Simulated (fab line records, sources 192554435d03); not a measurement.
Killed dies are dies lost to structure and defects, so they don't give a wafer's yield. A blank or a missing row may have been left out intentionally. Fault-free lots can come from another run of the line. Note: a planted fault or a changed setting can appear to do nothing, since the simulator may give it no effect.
fab line records + flow n5_finfet
record:
- lots: 5
- wafers: 13
- last_day: 18
route steps=1938 shown SD_EPI_P@308 SD_ACTIVATION@330 ILD0@335 SDB@347 BEOL_M4@1111 PASSIVATION@1936
lots with no fault: from the same line, run without faults
start_h: start of the lot's first displayed wafer, in hours after the record's first day + wait_h: time in hours since the lot's previous step + " unchanged from the row above + L1.1+2: a row that stands for several wafers + - no value, or no start was given + * or withheld: withheld + < > ~ a bound
route shown NAME@n: names a module that has steps shown in the file, with the first one's number in the route + usual: mean/standard deviation taken from wafers without a fault + same: alike in all rows + chamber/n: place in a boat + sites: each site's reading + _std_site: their standard deviation + _edge_site: the outer-site mean with the inner-site mean subtracted + radius_mm: how far each site lies from the wafer's centre + mask NAME#n: copy n + behind: the most recent tool/chamber to have shaped the wafer + hold: what put the lot on hold/how long, in hours/how the hold closed + device: whichever transistor did not switch (one of n, p or np) + end of line: the tests these same wafers got at the end of their route + step lacking rows: just its recipe + killed: at the first sort, the dies lost to defects and structure; wafer yield is something else + map: the dies of a wafer, with x for killed, . for not killed, _ for no die there
set.NAME: the run value of the setting; set.NAME@STEP: its run value at that earlier step + model.NAME: the simulator's own value behind a step, which no gauge read
lots seen at some steps along the route; tables by step, rows by wafer
services: when a tool's chamber went out of use (start_h, in hours from the record's first day, below 0 if earlier), for how many hours, and the reason
== steps ==
step: N5_SD_EPI_P_ETCH_37
recipe:
- chemistry: N2/H2
- target: SOC
- overetch_a: 1080
- mask_material: SiARC
- temp_c: 40
- ion_energy_ev: 100
- source_w: 3000
- bias_w: 133
- pressure_mtorr: 20
- time_s: 486
- n2_flow_sccm: 200
- h2_flow_sccm: 200
- ends: end_point
step: N5_SD_EPI_P_STRIP_38
recipe:
- chemistry: N2/H2
- temp_c: 40
- n2_flow_sccm: 200
- h2_flow_sccm: 200
- rf_frequency_hz: 6e+07
step: N5_SD_EPI_P_ETCHBACK_46
recipe:
- chemistry: CH3F/O2
- mode: anisotropic_etchback
- target: SiNx
- target_depth_a: 175
- stop_on: SiO2
- over_etch_frac: 0.3
- ion_energy_ev: 120
- pressure_mtorr: 30
- source_w: 395
- bias_w: 73
- Ar_flow_sccm: 150
- CH3F_flow_sccm: 30
- O2_flow_sccm: 20
step: N5_SD_EPI_P_ETCH_47
recipe:
- chemistry: CH3F/O2
- target: SiOCN
- target_depth_a: 250
- mask_material: SOC
- ion_energy_ev: 60
- bias_w: 29
- pressure_mtorr: 30
- source_w: 410
- Ar_flow_sccm: 150
- CH3F_flow_sccm: 30
- O2_flow_sccm: 20
step: N5_SD_EPI_P_ETCH_16
recipe:
- chemistry: CHF3/O2
- target: SiO2
- target_depth_a: 50
- mask_material: SOC
- pressure_mtorr: 30
- source_w: 650
- bias_w: 170
- Ar_flow_sccm: 200
- CHF3_flow_sccm: 50
- O2_flow_sccm: 5
- ion_energy_ev: 200
step: N5_SD_EPI_P_STRIP_50
recipe:
- chemistry: CHF3/O2
- resist: SiARC
- rf_frequency_hz: 6e+07
step: N5_SD_EPI_P_SD_RECESS_17
recipe:
- chemistry: HBr/Cl2/O2
- target_depth_a: 391
- bt_time_s: 3
- pressure_mtorr: 10
- icp_w: 800
- bias_w: 112
- HBr_flow_sccm: 150
- Cl2_flow_sccm: 80
- O2_flow_sccm: 12
step: N5_SD_EPI_P_WET_ETCH_45
recipe:
- chemistry: dHF
- dilution: withheld
- time_s: 10.7
- target: SiO2
- target_depth_a: 20
- temp_c: 25
- dry: ipa_marangoni
- rinse_time_s: 30
- rinse_temp_c: 23
step: N5_SD_EPI_P_STRIP_40
recipe:
- chemistry: N2/H2
- power_w: 1000
- temp_c: 250
- h2_frac: 0.65
- overash_fraction: 0.3
- pressure_mtorr: withheld
- n2_flow_sccm: 1750
- h2_flow_sccm: 3250
step: N5_SD_EPI_P_PRECLEAN_52
recipe:
- chemistry: O3/DIW
- time_s: 60
- temp_c: 22
- o3_ppm: 10
step: N5_SD_EPI_P_SRD_20
recipe:
- dry: ipa_marangoni
- do_ppb: 5
- time_s: 30
- temp_c: 23
- rinse_liquid: diw
step: N5_SD_EPI_P_PRECLEAN_51
recipe:
- chemistry: NF3:NH3
- afs_cycles: 1
- temp_c: 30
- time_s: 20
- sublimation_temp_c: 180
- sublimation_time_s: 60
- pressure_torr: 3
- rf_power_w: 30
step: N5_SD_EPI_P_VAPOR_ETCH_44
recipe:
- chemistry: NF3/Ar
- target: SiGe30
- temp_c: 25
- time_s: 3.3
- mode: isotropic
| lot.wafer  | tool         | chamber | start_h | wait_h |
|------------|--------------|---------|---------|--------|
| L969.3+4+6 | epi_rpcvd-02 | 0       | 81.54   | 0.1    |
| L973.3+5   | epi_rpcvd-02 | 0       | 103.33  | 0.1    |
| L976.4+5   | epi_rpcvd-02 | 0       | 124.46  | 0.1    |
| L978.3+4+6 | epi_rpcvd-02 | 0       | 134.11  | 0.1    |
| L987.1+2+6 | epi_rpcvd-01 | 0       | 188.01  | 0.2    |
step: N5_SD_EPI_P_EPI_21
recipe:
- material: SiGe:B
- dopant: B
- temp_c: 550
- pressure_torr: 20
- ambient: H2
- time_s: 355
step: N5_SD_EPI_P_HM_STRIP_48
recipe:
- chemistry: H3PO4
- temp_c: 160
- material: SiNx
- target: SiNx
- target_depth_a: 30
- overetch_fraction: 0.3
step: N5_SD_EPI_P_SRD_49
recipe:
- dry: ipa_marangoni
- time_s: 30
- temp_c: 23
- rinse_liquid: diw
step: N5_SD_EPI_P_PRECLEAN_24
recipe:
- chemistry: O3/DIW
- time_s: 45
- temp_c: 22
- o3_ppm: 10
step: N5_SD_EPI_P_PRECLEAN_32
recipe:
- chemistry: dHF
- time_s: 10
- dilution: 500:1
- temp_c: 25
step: N5_SD_EPI_P_PRECLEAN_33
recipe:
- chemistry: SC2
- time_s: 45
- temp_c: 35
- mix: 1:1:50
step: N5_SD_EPI_P_SRD_25
recipe:
- time_s: 30
- temp_c: 23
- rinse_liquid: diw
- dry: ipa_marangoni
step: N5_SD_ACTIVATION_RTA_00
recipe:
- temp_c: 975
- time_s: 0
- ambient: N2
- idle_temp_c: 600
- ramp_up_c_per_s: 150
- ramp_down_c_per_s: 60
- cool_to_c: 600
step: N5_SD_ACTIVATION_LSA_01
recipe:
- temp_c: 1080
- time_s: 0.0008
- ambient: N2
step: N5_ILD0_LINER_00
recipe:
- material: SiNx
- target_thk_a: 40
- temp_c: 400
- ald_precursor_family: SiH2I2
- ald_co_reactant: N2/H2-plasma
- pulse_time_s: 1
- purge_time_s: 2
- co_reactant_purge_time_s: 2
- ald_cycles: 80
- pressure_torr: 2
step: N5_ILD0_FCVD_FILL_01
recipe:
- material: SiO2_flowable
- target_thk_a: 2000
- temp_c: 100
- pressure_torr: 0.8
- rf_w: 2000
- time_s: 328.3
step: N5_ILD0_CURE_02
recipe:
- temp_c: 450
- time_s: 1800
- ambient: steam
- idle_temp_c: 400
- ramp_up_c_per_min: 5
- ramp_down_c_per_min: 3
- densification_p_h2o_torr: 640
step: N5_ILD0_CMP_03
recipe:
- stop_on: SiNx
- t_overpolish_s: 1.9
- post_cmp_clean: alkaline_brush
- down_force_psi: 4.1491
- platen_rpm: 51.796
- pad_velocity_m_s: 1.0306
- target_thk_nm: 197.38
step: N5_ILD0_CMP_07
recipe:
- stop_on: poly-Si
- material: SiO2_flowable
- t_overpolish_s: 1.18
- post_cmp_clean: alkaline_brush
- down_force_psi: 4.1491
- platen_rpm: 51.796
- pad_velocity_m_s: 1.0306
- target_thk_nm: 138.88
step: N5_ILD0_PRECLEAN_10
recipe:
- chemistry: NF3:NH3
- afs_cycles: 5
- time_s: 20
- temp_c: 30
- sublimation_temp_c: 180
- sublimation_time_s: 60
- pressure_torr: 3
- rf_power_w: 30
step: N5_ILD0_ALD_15
recipe:
- material: SiNx
- target_thk_a: 240
- temp_c: 400
- ald_precursor_family: SiH2I2
- ald_co_reactant: N2/H2-plasma
- pulse_time_s: 1
- ald_cycles: 480
- purge_time_s: 2
- co_reactant_purge_time_s: 2
- pressure_torr: 2
step: N5_ILD0_CMP_12
recipe:
- stop_on: poly-Si
- material: SiNx
- t_overpolish_s: 6
- post_cmp_clean: alkaline_brush
- down_force_psi: 2.5
- platen_rpm: 51.8
- pad_velocity_m_s: 1.0307
- target_thk_nm: 17.67
step: N5_SDB_HM_DEP_00
recipe:
- material: SiNx
- target_thk_a: 400
- temp_c: 400
- precursor: SiH4/NH3/N2
- pressure_torr: 1.5
- rf_w: 300
- time_s: 35.3
step: N5_SDB_COAT_03
recipe:
- resist: SOC
- temp_c: 250
- time_s: 60
- spin_rpm: 1500
- resist_thk_nm: 100
step: N5_SDB_COAT_04
recipe:
- resist: SiARC
- temp_c: 220
- time_s: 60
- spin_rpm: 1500
- resist_thk_nm: 18
step: N5_BEOL_M4_RC_MEAS_101
usual:
- DIBL_N: 36.9/1.7
- DIBL_P: 37.3/2.3
- IOFF_N: 0.16/0.033
- IOFF_P: 0.22/0.04
- IOFF_P_85C: 3.8/0.58
- IOFF_P_LIN: 0.103/0.015
- ION_N: 673/12
- ION_P: 463/8
- REXT_P: 100.2/2.7
- SS_N: 71.6/0.58
- SS_P: 73.4/0.74
- VT_N: 250/3.2
- VT_P: -250/3.4
- VT_P_LVT: -98.2/2.7
| lot.wafer | tool      | chamber | start_h | wait_h | DIBL_N[mV/V] | DIBL_P[mV/V] | IOFF_N[nA/um] | IOFF_P[nA/um] | IOFF_P_85C[nA/um] | IOFF_P_LIN[nA/um] | ION_N[uA/um] | ION_P[uA/um] | REXT_P[ohm.um] | SS_N[mV/dec] | SS_P[mV/dec] | VT_N[mV] | VT_P[mV] | VT_P_LVT[mV] |
|-----------|-----------|---------|---------|--------|--------------|--------------|---------------|---------------|-------------------|-------------------|--------------|--------------|----------------|--------------|--------------|----------|----------|--------------|
| L969.3    | prober-01 | 0       | 194.39  | 0.3    | 38.2         | 37.0         | 0.18          | 0.21          | 3.7               | 0.096             | 661          | 454          | 103.3          | 71.8         | 72.5         | 250      | -253     | -100.4       |
| L969.4    | "         | 0       | "       | "      | 38.1         | 36.8         | 0.17          | 0.21          | 3.6               | 0.096             | 685          | 463          | 104.0          | 72.0         | 73.0         | 248      | -250     | -100.1       |
| L969.6    | "         | 0       | "       | "      | 39.0         | 38.8         | 0.20          | 0.26          | 4.3               | 0.110             | 692          | 469          | 103.9          | 72.7         | 74.0         | 247      | -249     | -97.3        |
| L973.3    | prober-02 | 0       | 217.30  | 0.3    | 36.2         | 51.3         | 0.13          | 1.01          | 14.2              | 0.324             | 659          | 521          | 83.9           | 72.0         | 77.4         | 256      | -225     | -74.8        |
| L973.5    | "         | 0       | "       | "      | 37.4         | 53.0         | 0.15          | 1.09          | 14.8              | 0.355             | 663          | 529          | 81.5           | 71.5         | 76.3         | 254      | -223     | -71.9        |
| L976.4    | prober-01 | 0       | 242.75  | 0.5    | 33.1         | 32.9         | 0.10          | 0.15          | 2.7               | 0.079             | 642          | 456          | 99.2           | 70.3         | 72.1         | 256      | -250     | -101.6       |
| L976.5    | "         | 0       | "       | "      | 37.3         | 56.3         | 0.16          | 1.79          | 21.6              | 0.414             | 672          | 542          | 81.4           | 71.2         | 80.4         | 250      | -219     | -68.9        |
| L978.3    | prober-01 | 0       | 254.86  | 0.3    | 35.7         | 48.1         | 0.14          | 0.80          | 11.2              | 0.308             | 687          | 529          | 81.9           | 71.5         | 75.5         | 252      | -225     | -73.1        |
| L978.4    | "         | 0       | "       | "      | 38.5         | 38.5         | 0.18          | 0.24          | 4.1               | 0.111             | 679          | 465          | 99.6           | 72.4         | 73.7         | 245      | -247     | -96.3        |
| L978.6    | "         | 0       | "       | "      | 36.3         | 37.5         | 0.16          | 0.23          | 3.9               | 0.106             | 677          | 471          | 98.7           | 71.6         | 73.7         | 248      | -251     | -97.3        |
| L987.1    | prober-02 | 0       | 307.44  | 0.0    | 37.5         | 38.2         | 0.14          | 0.21          | 3.7               | 0.098             | 665          | 464          | 100.2          | 71.6         | 74.4         | 253      | -250     | -100.0       |
| L987.2    | "         | 0       | "       | "      | 38.8         | 40.8         | 0.19          | 0.26          | 4.3               | 0.112             | 682          | 473          | 98.4           | 71.6         | 74.9         | 248      | -251     | -97.3        |
| L987.6    | "         | 0       | "       | "      | 36.7         | 37.2         | 0.14          | 0.20          | 3.5               | 0.095             | 672          | 461          | 98.2           | 71.2         | 73.6         | 255      | -253     | -100.5       |
step: N5_PASSIVATION_PROBE_49
usual:
- defect_limited_yield: 91.2/1.3
- killed_at_M0_to_M3: 34/10
- killed_at_M4_up: 13/4.6
- killed_at_contacts: 13/5.5
- killed_at_front_end: 41/12
- killed_at_other: 2.8/2.4
- killed_dies: 104/16
- killed_open: 67/12
- killed_short: 33/7.2
- sort_bin_4_leakage: 0.00/0.012
- sort_bin_5_function: 5.1/0.86
- sort_bin_6_memory: 3.3/0.62
- sort_n_pass: 1076/16
- sort_yield_pct: 91.2/1.3
same:
- gross_dies: 1180
- killed_at_back_side: 0
- sort_bin_8_speed[%]: 0
| lot.wafer | tool      | chamber | start_h | wait_h | defect_limited_yield[%] | killed_at_M0_to_M3 | killed_at_M4_up | killed_at_contacts | killed_at_front_end | killed_at_other | killed_dies | killed_open | killed_short | sort_bin_4_leakage[%] | sort_bin_5_function[%] | sort_bin_6_memory[%] | sort_n_pass | sort_yield_pct[%] |
|-----------|-----------|---------|---------|--------|-------------------------|--------------------|-----------------|--------------------|---------------------|-----------------|-------------|-------------|--------------|-----------------------|------------------------|----------------------|-------------|-------------------|
| L969.3    | prober-02 | -       | 301.96  | 0.1    | 91.3                    | 36                 | 10              | 12                 | 38                  | 7               | 103         | 69          | 31           | 0                     | 5.5                    | 3.0                  | 1077        | 91.3              |
| L969.4    | prober-02 | -       | 302.01  | 0.2    | 91.0                    | 41                 | 8               | 24                 | 30                  | 3               | 106         | 73          | 30           | 0                     | 5.2                    | 3.1                  | 1074        | 91.0              |
| L969.6    | prober-02 | -       | 302.11  | 0.3    | 90.7                    | 38                 | 13              | 14                 | 43                  | 2               | 110         | 70          | 37           | 0                     | 5.0                    | 4.1                  | 1070        | 90.7              |
| L973.3    | prober-01 | -       | 326.19  | 0.1    | 91.4                    | 23                 | 10              | 10                 | 56                  | 3               | 102         | 54          | 33           | 90.76                 | 4.7                    | 2.7                  | 7           | 0.6               |
| L973.5    | prober-01 | -       | 326.29  | 0.2    | 92.0                    | 27                 | 6               | 18                 | 40                  | 3               | 94          | 62          | 28           | 91.78                 | 4.6                    | 3.1                  | 3           | 0.3               |
| L976.4    | prober-01 | -       | 360.62  | 1.1    | 92.4                    | 27                 | 16              | 14                 | 31                  | 2               | 90          | 61          | 24           | 0                     | 5.7                    | 1.7                  | 1090        | 92.4              |
| L976.5    | prober-01 | -       | 360.67  | 1.1    | 89.2                    | 48                 | 17              | 15                 | 47                  | 0               | 127         | 83          | 33           | 89.24                 | 6.5                    | 3.1                  | 0           | 0                 |
| L978.3    | prober-01 | -       | 376.11  | 0.1    | 91.4                    | 18                 | 11              | 11                 | 56                  | 5               | 101         | 62          | 29           | 77.88                 | 5.0                    | 2.9                  | 160         | 13.6              |
| L978.4    | prober-01 | -       | 376.16  | 0.2    | 91.3                    | 32                 | 12              | 7                  | 46                  | 6               | 103         | 53          | 42           | 0                     | 5.0                    | 3.1                  | 1077        | 91.3              |
| L978.6    | prober-01 | -       | 376.26  | 0.3    | 91.3                    | 19                 | 10              | 13                 | 61                  | 0               | 103         | 59          | 35           | 0                     | 4.5                    | 3.6                  | 1077        | 91.3              |
| L987.1    | prober-02 | -       | 419.84  | 0.0    | 91.2                    | 22                 | 13              | 15                 | 53                  | 1               | 104         | 65          | 36           | 0                     | 4.6                    | 3.6                  | 1076        | 91.2              |
| L987.2    | prober-02 | -       | 419.89  | 0.1    | 91.3                    | 34                 | 12              | 14                 | 42                  | 1               | 103         | 63          | 34           | 0                     | 4.9                    | 3.4                  | 1077        | 91.3              |
| L987.6    | prober-02 | -       | 420.09  | 0.3    | 91.6                    | 29                 | 11              | 6                  | 53                  | 0               | 99          | 64          | 30           | 0                     | 5.6                    | 2.7                  | 1081        | 91.6              |
killed by level:class
L969.3 STI_FIN_REVEAL:geometric_particle:open=14 BEOL_M3:geometric_particle:open=10 FIN_SAQP:geometric_particle:short=9 MOL_CONTACT_COAG:geometric_particle:open=9 BEOL_M2:geometric_particle:open=8 DUMMY_GATE:geometric_particle:open=5 BEOL_M0_SAQP:geometric_particle:open=4 BEOL_M1:geometric_particle:open=4
L969.4 MOL_CONTACT_COAG:geometric_particle:open=19 BEOL_M1:geometric_particle:open=9 BEOL_M2:geometric_particle:open=8 BEOL_M3:geometric_particle:open=8 STI_FIN_REVEAL:geometric_particle:open=7 MOL_CONTACT_COAG:geometric_particle:short=5 BEOL_M0_SAQP:geometric_particle:open=5 GATE_CUT:geometric_particle:short=4
L969.6 FIN_SAQP:geometric_particle:short=13 STI_FIN_REVEAL:geometric_particle:open=10 MOL_CONTACT_COAG:geometric_particle:open=10 BEOL_M2:geometric_particle:open=10 BEOL_M3:geometric_particle:open=9 DUMMY_GATE:geometric_particle:open=8 BEOL_M0_SAQP:geometric_particle:open=6 BEOL_M3:geometric_particle:short=5
L973.3 STI_FIN_REVEAL:geometric_particle:open=11 GATE_CUT:geometric_particle:short=9 HKMG_FIN:area_etch=9 FIN_SAQP:geometric_particle:open=8 MOL_CONTACT_COAG:geometric_particle:open=7 BEOL_M0_SAQP:geometric_particle:short=6 DUMMY_GATE:geometric_particle:open=4 BEOL_M1:geometric_particle:open=4
L973.5 MOL_CONTACT_COAG:geometric_particle:open=15 STI_FIN_REVEAL:geometric_particle:open=14 BEOL_M0_SAQP:geometric_particle:open=8 FIN_SAQP:geometric_particle:short=6 BEOL_M3:geometric_particle:open=6 GATE_CUT:geometric_particle:short=5 BEOL_M0_SAQP:geometric_particle:short=4 FIN_SAQP:geometric_particle:open=3
L976.4 MOL_CONTACT_COAG:geometric_particle:open=10 BEOL_M4:geometric_particle:open=10 FIN_SAQP:geometric_particle:open=9 BEOL_M3:geometric_particle:open=7 GATE_CUT:geometric_particle:open=4 GATE_CUT:geometric_particle:short=4 BEOL_M2:geometric_particle:open=4 DUMMY_GATE:geometric_particle:open=3
L976.5 BEOL_M2:geometric_particle:open=12 FIN_SAQP:geometric_particle:open=10 STI_FIN_REVEAL:geometric_particle:open=10 MOL_CONTACT_COAG:geometric_particle:open=10 HKMG_FIN:area_etch=10 BEOL_M3:geometric_particle:open=9 BEOL_M4:geometric_particle:open=6 BEOL_M1:geometric_particle:open=6
L978.3 FIN_SAQP:geometric_particle:open=19 MOL_CONTACT_COAG:geometric_particle:open=10 GATE_CUT:geometric_particle:short=8 BEOL_M2:geometric_particle:open=7 HKMG_FIN:area_etch=6 FIN_SAQP:geometric_particle:short=5 BEOL_M4:geometric_particle:open=5 STI_FIN_REVEAL:geometric_particle:open=4
L978.4 FIN_SAQP:geometric_particle:open=13 BEOL_M3:geometric_particle:short=9 FIN_SAQP:geometric_particle:short=8 GATE_CUT:geometric_particle:short=7 DUMMY_GATE:geometric_particle:open=5 MOL_CONTACT_COAG:geometric_particle:open=5 BEOL_M1:geometric_particle:open=5 BEOL_M2:geometric_particle:open=4
L978.6 FIN_SAQP:geometric_particle:open=18 MOL_CONTACT_COAG:geometric_particle:open=9 FIN_SAQP:geometric_particle:short=7 GATE_CUT:geometric_particle:short=6 GATE_CUT:geometric_particle:open=5 BEOL_M3:geometric_particle:short=5 HKMG_FIN:area_etch=5 FIN_CUT:geometric_particle:open=4
L987.1 FIN_SAQP:geometric_particle:short=14 FIN_SAQP:geometric_particle:open=13 MOL_CONTACT_COAG:geometric_particle:open=11 DUMMY_GATE:geometric_particle:open=7 STI_FIN_REVEAL:geometric_particle:open=6 BEOL_M3:geometric_particle:open=6 BEOL_M2:geometric_particle:open=5 STARTING-WAFER:geometric_particle:short=5
L987.2 MOL_CONTACT_COAG:geometric_particle:open=11 BEOL_M3:geometric_particle:open=8 FIN_SAQP:geometric_particle:open=7 FIN_SAQP:geometric_particle:short=6 STI_FIN_REVEAL:geometric_particle:open=6 GATE_CUT:geometric_particle:short=5 GATE_CUT:geometric_particle:open=4 BEOL_M0:geometric_particle:open=4
L987.6 FIN_SAQP:geometric_particle:open=19 FIN_SAQP:geometric_particle:short=11 BEOL_M1:geometric_particle:open=6 STI_FIN_REVEAL:geometric_particle:open=5 BEOL_M0_SAQP:geometric_particle:open=4 GATE_CUT:geometric_particle:open=4 GATE_CUT:geometric_particle:short=4 MOL_CONTACT_COAG:geometric_particle:open=4
map L973.3 (x killed, . not)
_________________.....xx....x________________
______________.................._____________
___________..............x..xxx.x..__________
__________........x................._________
________.............................._______
_______......x........................x______
______.......x....................x....._____
_____.x............x.........x...........____
____..x......xx................x........x.___
___..........x.......x.....x...........x..x__
___.........x..............................__
__..x...............x...........x....x......_
__..................................x......._
_.........x.x......xx...x....................
_...........x.................x.xx.........x.
_............x.......x...........x......x....
_............x..x...............x..x.........
_..................x...................x.....
_.....x..x..........x..x....x......x........x
_................................x...........
_......x.......x..x.........................x
__x...x....x....x........x.................._
__...............x.........................._
___........................................__
___.....x....x...x.............x..........x__
____.........x...................x.......x___
_____..............x.....x......xx..xx...____
______.......................x.x........_____
_______...........................xx...______
________x.x.........x..............xx._______
__________.........x................_________
___________.......x.....xx.x....xx.__________
______________.........x....x..._____________
_________________............________________
map L976.5 (x killed, . not)
_________________............________________
______________.x...x.......x...._____________
___________........x...............__________
__________..........x.........x....._________
________.........x.x...x............x._______
_______..........x.....................______
______..........x.......x.......x......._____
_____..x.x..x..x.x........x......x.x.....____
____...............................x......___
___............x..x.............x......x...__
___.....x...xx....................x....x...__
__............x.xx.........x................_
__......x.......................x...x....x.._
_.x..............x...x....xx...x............x
_....................................xx....xx
_........x.x.x.......xx.............x........
_.x.x................x.x.....................
_..............................x........x..xx
_..............x......x........x......x...x..
_..x..............xx.x....x..................
_..........xxx..x........................x...
__........x..x..............xx.x..xxxx....x._
__........x......................x.........x_
___.x..x.....x...........xxx...............__
___....x..............................x..x.__
____......x......x....x.....x..x..........___
_____...................x..........x.....____
______.......x..........x......x........_____
_______........................x.....x.______
________.......xx.............x......x_______
__________..x..x............x......._________
___________.....x.......x..x.x....x__________
______________..............x..._____________
_________________............________________
== services ==
| tool         | chamber | start_h | hours | kind |
|--------------|---------|---------|-------|------|
| epi_rpcvd-01 | -       | 126.69  | 8.1   | pm   |
== key ==
first_sign:
- step: N5_BEOL_M4_RC_MEAS_101
- reading: IOFF_P
- direction: up
- sigmas: 24
- usual: 0.22
- struck: 1.17
effect:
- step: N5_BEOL_M4_RC_MEAS_101
- reading: IOFF_P_85C
- direction: up
- sigmas: 20
- usual: 3.8
- struck: 15.4
effect:
- step: N5_BEOL_M4_RC_MEAS_101
- reading: IOFF_P_LIN
- direction: up
- sigmas: 17
- usual: 0.103
- struck: 0.350
effect:
- step: N5_BEOL_M4_RC_MEAS_101
- reading: VT_P_LVT
- direction: up
- sigmas: 9.6
- usual: -98.2
- struck: -72.2
effect:
- step: N5_BEOL_M4_RC_MEAS_101
- reading: ION_P
- direction: up
- sigmas: 8.4
- usual: 463
- struck: 530
effect:
- step: N5_BEOL_M4_RC_MEAS_101
- reading: VT_P
- direction: up
- sigmas: 8.1
- usual: -250
- struck: -223
effect:
- step: N5_BEOL_M4_RC_MEAS_101
- reading: REXT_P
- direction: down
- sigmas: 6.6
- usual: 100.2
- struck: 82.1
effect:
- step: N5_BEOL_M4_RC_MEAS_101
- reading: DIBL_P
- direction: up
- sigmas: 6.4
- usual: 37.3
- struck: 52.2
effect:
- step: N5_BEOL_M4_RC_MEAS_101
- reading: SS_P
- direction: up
- sigmas: 5.4
- usual: 73.4
- struck: 77.4
effect:
- step: N5_PASSIVATION_PROBE_49
- reading: sort_bin_4_leakage
- direction: up
- sigmas: 99+
- usual: 0.00
- struck: 87.42
met_at N5_SD_EPI_P_VAPOR_ETCH_44
struck_wafers L973.3,L973.5,L976.5,L978.3
baseline_loss:
- step: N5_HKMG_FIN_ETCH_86
- wafers: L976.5
onset_between 81.54 103.33
fault:
- kind: process_parameter_drift
- tool: epi_rpcvd-02
- chamber: -
- onset_h: 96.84
- steps: N5_SD_EPI_P_VAPOR_ETCH_44
- channel: time_s
- offset: *
- shape: step
- end_h: 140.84
- scope: struck_wafers_only
- acts_in: *
- stated: *
baseline_loss: these wafers lose ten dies or more at that step, a loss of the line's own and not of a fault; the sort's usual values leave them out
